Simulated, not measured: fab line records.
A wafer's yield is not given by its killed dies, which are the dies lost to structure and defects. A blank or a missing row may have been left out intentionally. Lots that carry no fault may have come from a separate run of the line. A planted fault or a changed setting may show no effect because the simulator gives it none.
Code-filled problem report in 8D (eight disciplines) form	flow n5Finfet	the parts of the form that need people (team, actions taken, sign-off) are left out

1. WHAT WENT WRONG
COMB_M10 at N5_BEOL_M15_RC_MEAS_101 reads a mean of 2.3e-10 S/m on 3 wafers of 3 lots; wafers without a fault read 1.5e-11 S/m with a standard deviation of 3.5e-12. That puts it +61 standard deviations away from the usual mean.
The first sign was on wafer L812.1 at day 14 01:18, on prober-02. Wafers with a number at this step in the record: 21, from 8 lots. By rule, "out" or "out of limits" means more than 4 standard deviations away from the usual mean. Any other wafer with a number is counted as sound.

2. WHAT IT IS, AND WHAT IT ISN'T
question	is	is not
which readings at this step	COMB_M10, COMB_M10_max_site	etestTempC, COMB_M11, COMB_M12, COMB_M13, COMB_M14, COMB_M15, COMB_M5, COMB_M6, COMB_M7, COMB_M8, COMB_M9, SERP_M11, SERP_M12, SERP_M13, SERP_M14, SERP_M5, SERP_M6, SERP_M6_max_site, SERP_M7, SERP_M8, SERP_M9
which lots	L812, L813, L816	L801, L806, L811, L814, L823
which wafers of those lots	L812.1, L813.1, L816.2	L812.5, L813.5, L816.5, L816.6
read on which gauges	prober-01, prober-02	-
when	from day 14 01:18	up to then (7 sound wafers); but 11 sound wafers of L811, L813, L814, L816, L823 came after
where on the wafer (9 sites)	all sites	-

3. SUSPECTS, AND WHAT RULES EACH OUT
Counting: any tool at a process step up to the reading remains a suspect provided it ran every lot that is out. Sound lots after the first of them don't rule it out here, since some wafers of a struck lot are sound.
- the gauge at N5_BEOL_M15_RC_MEAS_101 is ruled out. 2 gauges (prober-01, prober-02) read the wafers that are out.
- aldMetal-01 at N5_BEOL_M10_ALD_74 (deposits TaN, target thk 2 nm, pulse time 2 s, purge time 3 s): kept. It ran every lot that is out, first L812 (day 12 18:24); its last sound lot up to then is L806 (day 10 22:29).
- pvdSputter-01 at N5_BEOL_M10_SPUTTER_48 (material Cu, target thk 12 nm, time 2 s): kept. It ran every lot that is out, first L812 (day 12 18:55); its last sound lot up to then is L811 (day 12 18:35).
The count leaves pvdSputter-01 at N5_BEOL_M10_SPUTTER_48 and aldMetal-01 at N5_BEOL_M10_ALD_74.

4. THE CAUSE (what the simulator had put in)
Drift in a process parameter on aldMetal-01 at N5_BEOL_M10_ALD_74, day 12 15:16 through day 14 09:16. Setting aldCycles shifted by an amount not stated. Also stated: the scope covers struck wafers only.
Counting left 2 suspects, and this tool is among them.

5. THE CHAIN OF EFFECTS, in route order
Each row: a reading whose mean over the struck wafers that have a number lies more than 3 standard deviations from the usual. Readings are gone through only where the record gives a usual standard deviation; hours: the median, over the lots, of the time from a lot's start at the first step in this table giving one to that lot's start at this step; sigmas: the change measured in usual standard deviations.
hours	step	reading	usual	on struck wafers	change	sigmas
0	N5_BEOL_M15_RC_MEAS_101	COMB_M10	1.5e-11 S/m	2.3e-10	+2.1e-10	+61
0	N5_BEOL_M15_RC_MEAS_101	COMB_M10_max_site	2.2e-11 S/m	3.0e-10	+2.8e-10	+51
17	N5_PASSIVATION_PROBE_49	sort_bin_4_leakage	0.00 %	1.24	+1.24	+99 or more
Its process steps:
- N5_PASSIVATION_PROBE_49

6. WHAT WOULD HAVE CAUGHT IT SOONER
34 hours passed between the start of the fault at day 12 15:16 and the first reading out of limits at a measuring or inspecting step in this record, taken at day 14 01:18.
Of the tool readings at N5_BEOL_M10_ALD_74 for which the record gives a usual standard deviation, none was out on any struck wafer, so an alarm limit of 4 standard deviations on them would not have fired.
Of the lots that are out (3), L816 began N5_BEOL_M10_ALD_74 on aldMetal-01 after day 14 01:18. It would have been spared by a hold on the tool at that moment.
